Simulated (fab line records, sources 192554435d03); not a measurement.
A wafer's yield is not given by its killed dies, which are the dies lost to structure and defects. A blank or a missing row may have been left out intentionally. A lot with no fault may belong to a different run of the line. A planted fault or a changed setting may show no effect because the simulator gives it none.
Matching of chambers / flow n5Finfet / 4 sister chambers for N5_BEOL_M8_DESCUM_16 on rieDiel-05
The step chemistry O2, time 7.9 s. 4 wafers are shown with their chamber, then 10 later ones without.

WAFERS WITH THEIR CHAMBER
wafer=L078.5; chamber=0; showerheadPlenumPTorr (Torr)=2.21
wafer=L083.4; chamber=3; showerheadPlenumPTorr (Torr)=2.03
wafer=L084.4; chamber=1; showerheadPlenumPTorr (Torr)=2.16
wafer=L084.5; chamber=2; showerheadPlenumPTorr (Torr)=2.12

WAFERS WHOSE CHAMBER IS MISSING
wafer=L084.6; showerheadPlenumPTorr (Torr)=2.03
wafer=L086.1; showerheadPlenumPTorr (Torr)=2.12
wafer=L086.2; showerheadPlenumPTorr (Torr)=2.16
wafer=L086.6; showerheadPlenumPTorr (Torr)=2.03
wafer=L089.1; showerheadPlenumPTorr (Torr)=2.16
wafer=L089.3; showerheadPlenumPTorr (Torr)=2.21
wafer=L089.6; showerheadPlenumPTorr (Torr)=2.11
wafer=L093.3; showerheadPlenumPTorr (Torr)=2.15
wafer=L093.4; showerheadPlenumPTorr (Torr)=2.20
wafer=L093.6; showerheadPlenumPTorr (Torr)=2.11

WHICH CHAMBER EACH ONE RAN IN
wafer=L084.6; from the rows above=3; in truth=3
wafer=L086.1; from the rows above=2; in truth=2
wafer=L086.2; from the rows above=1; in truth=1
wafer=L086.6; from the rows above=3; in truth=3
wafer=L089.1; from the rows above=1; in truth=1
wafer=L089.3; from the rows above=0; in truth=0
wafer=L089.6; from the rows above=2; in truth=2
wafer=L093.3; from the rows above=1; in truth=1
wafer=L093.4; from the rows above=0; in truth=0
wafer=L093.6; from the rows above=2; in truth=2
Correctly placed: 10 of 10. Not placeable from these rows: 0. 0 placed wrongly.
How it was worked out, from the rows above alone: a wafer's distance from a chamber is the root of the sum, over the readings, of the square of ((its reading less the chamber's mean) divided by the reading's scatter). If the next closest chamber is less than 2 further off than the closest, the wafer can't be placed; otherwise it belongs to the closest. For every chamber, the mean is computed from those of its wafers that are shown. The scatter: root of mean squared gap, hidden wafer to nearest shown wafer, with one shown wafer a chamber.
